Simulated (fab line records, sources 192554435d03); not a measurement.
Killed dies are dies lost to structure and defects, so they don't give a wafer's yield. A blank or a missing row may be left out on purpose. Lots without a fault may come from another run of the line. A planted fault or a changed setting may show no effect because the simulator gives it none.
Split-lot experiment | flow n5_finfet | 7 lots, 21 wafers read, on a route of 1938 steps

THE SPLIT
At N5_BEOL_M0_TRENCH_ETCH_107 (etches SiOC in C4F6/O2, target depth 32.8 nm, time 16.4 s), the setting target_depth_a was moved away from the recipe's 328 angstrom on 9 of the 21 wafers read, by -3.5% to +9.1%. The other wafers ran this setting at the recipe's value.

FROM THE SPLIT TO THE READING: what the file shows between them, 1 step
- N5_BEOL_M0_STRIP_142: strips in N2/H2, time 10 s

THE READING
trench_depth_nm, in nm, at N5_BEOL_M0_OCD_MEAS_108. Fault-free wafers of this fab line usually give 32.8 nm, standard deviation 0.64 nm.

wafer  | tool, chamber at the split | target_depth_a as run, angstrom | against the recipe | trench_depth_nm, nm | against lot-mates on the recipe
L075.1 | rie_diel-06, 2             | 328                             | recipe             | 32.4                | -
L075.3 | rie_diel-06, 0             | 316.6                           | -3.5%              | 31.7                | -0.7
L075.5 | rie_diel-06, 0             | 316.6                           | -3.5%              | 31.5                | -0.9
L076.1 | rie_diel-02, 0,3           | 328                             | recipe             | 33.0                | -
L076.2 | rie_diel-02, 1             | 328                             | recipe             | 32.7                | -
L076.4 | rie_diel-02, 0,3           | 328                             | recipe             | 33.0                | -
L079.1 | rie_diel-02, 3             | 348.6                           | +6.3%              | 35.6                | +2.1
L079.2 | rie_diel-02, 2             | 348.6                           | +6.3%              | 33.9                | +0.4
L079.4 | rie_diel-02, 0             | 328                             | recipe             | 33.5                | -
L084.4 | rie_diel-06, 3             | 328                             | recipe             | 32.0                | -
L084.5 | rie_diel-06, 2             | 357.9                           | +9.1%              | 35.8                | +3.8
L084.6 | rie_diel-06, 0             | 357.9                           | +9.1%              | 36.0                | +4.0
L088.1 | rie_diel-06, 2             | 328                             | recipe             | 32.3                | -
L088.2 | rie_diel-06, 3,1           | 344.2                           | +4.9%              | 33.7                | +1.4
L088.4 | rie_diel-06, 3,1           | 344.2                           | +4.9%              | 33.8                | +1.5
L094.1 | rie_diel-06, 3             | 328                             | recipe             | 32.9                | -
L094.5 | rie_diel-06, 0             | 328                             | recipe             | 34.3                | -
L094.6 | rie_diel-06, 2             | 351.3                           | +7.1%              | 35.5                | +1.9
L096.1 | rie_diel-02, 0             | 328                             | recipe             | 33.2                | -
L096.4 | rie_diel-02, 3             | 328                             | recipe             | 32.8                | -
L096.6 | rie_diel-02, 3             | 328                             | recipe             | 32.6                | -
Where a row lists several chambers, the file gives one row for several wafers and doesn't say which wafer went through which chamber.

THE FIT
A straight line over all 21 wafers: trench_depth_nm changes by +0.318 nm for each +1% of target_depth_a; r = +0.90; the points scatter about the line by 0.59 nm.
The same after taking each lot's own level away (the mean of its wafers on the recipe; 21 wafers): +0.325 nm for each +1%; r = +0.91; scatter 0.57 nm.
On that fit, the largest move of target_depth_a shifts the reading by 3 nm.
The lots' own levels span 32.00 to 33.60 nm, that is 2.5 times the standard deviation above.
So the lot-to-lot level changes the slope little: the two slopes agree.
Check: with one of the wafers moved furthest among these (+9.1%) left out of the fit, the line predicts +2.73 nm for it against its lot-mates. It came out at +3.8 nm against them.

OTHER SPLITS ON THESE WAFERS
These wafers also went through other splits before the reading. Each is held against what the fit with the lots' levels taken away leaves over:
other split on the same wafers         | wafers away from the commonest value | r with trench_depth_nm (lot level and that fit taken away)
N5_GATE_CUT_ETCH_36 cf4_flow_sccm      | 8                                    | -0.19
N5_GATE_CUT_ALD_22 ald_cycles          | 5                                    | -0.25
N5_MOL_CONTACT_COAG_EXPOSE_37 dose_mj  | 10                                   | -0.46
N5_MOL_CONTACT_COAG_ETCH_67 source_w   | 9                                    | -0.02
N5_BEOL_M0_SAQP_MANDREL_ETCH_20 bias_w | 8                                    | +0.22
N5_BEOL_M0_CUTY_ETCH_63 source_w       | 5                                    | -0.33

THE WHOLE CHAIN: every reading that the file lists as answering this split, in the file's order
step                       | what it does                                              | reading                                                                   | change (the file's fit)               | r (the file's)
N5_BEOL_M0_TRENCH_ETCH_107 | etches SiOC in C4F6/O2, target depth 32.8 nm, time 16.4 s | BEOL_M0.feature_depth_nm (the simulator's own value, which no gauge read) | +0.301 nm for each +1% of the setting | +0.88
N5_BEOL_M0_OCD_MEAS_108    |                                                           | trench_depth_nm                                                           | +0.319 nm for each +1% of the setting | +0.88

THE FILE'S OWN FIT
trench_depth_nm changes by +0.319 nm for each +1% of target_depth_a, r = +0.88.
